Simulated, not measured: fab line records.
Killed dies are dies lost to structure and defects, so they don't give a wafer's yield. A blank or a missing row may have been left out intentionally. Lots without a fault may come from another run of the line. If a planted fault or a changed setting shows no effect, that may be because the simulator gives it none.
Matching of chambers | flow n5_finfet | 3 sister chambers for N5_PASSIVATION_PECVD_35 on pecvd-04
The step deposits SiNx from SiH4/NH3/N2, target thk 700 nm, time 151.3 s. 6 wafers are shown with their chamber, then 6 later ones without.

WAFERS, EACH WITH ITS CHAMBER
wafer  | chamber | throttle_valve_pct (%) | showerhead_plenum_p_Torr (Torr)
L624.5 | 0       | 32.8                   | 8.53
L628.3 | 2       | 28.2                   | 8.70
L628.4 | 1       | 30.4                   | 8.74
L628.5 | 0       | 32.5                   | 8.55
L635.1 | 2       | 28.4                   | 8.75
L635.2 | 1       | 30.6                   | 8.77

WAFERS WITH NO CHAMBER GIVEN
wafer  | throttle_valve_pct (%) | showerhead_plenum_p_Torr (Torr)
L635.3 | 32.6                   | 8.54
L636.1 | 32.5                   | 8.53
L636.4 | 30.6                   | 8.78
L636.6 | 32.4                   | 8.53
L645.2 | 28.7                   | 8.72
L645.3 | 27.3                   | 8.76

THE CHAMBER EACH PASSED THROUGH
wafer  | from the rows above | in truth
L635.3 | 0                   | 0
L636.1 | 0                   | 0
L636.4 | 1                   | 1
L636.6 | 0                   | 0
L645.2 | 2                   | 2
L645.3 | 2                   | 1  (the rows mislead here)
Correct placement for 5 of the 6. Number that these rows cannot place: 0. Wrongly placed: 1.
How it was worked out, from the rows above alone: a wafer's distance from a chamber is the root of the sum, over the readings, of the square of ((its reading less the chamber's mean) divided by the reading's scatter). The wafer belongs to the nearest chamber; if the next one is less than 2 further off, it can't be placed. A chamber's mean is the mean of its shown wafers. The scatter: take each reading less its chamber's mean, square it, sum over the shown wafers, divide by the number of wafers less the number of chambers, and take the root.
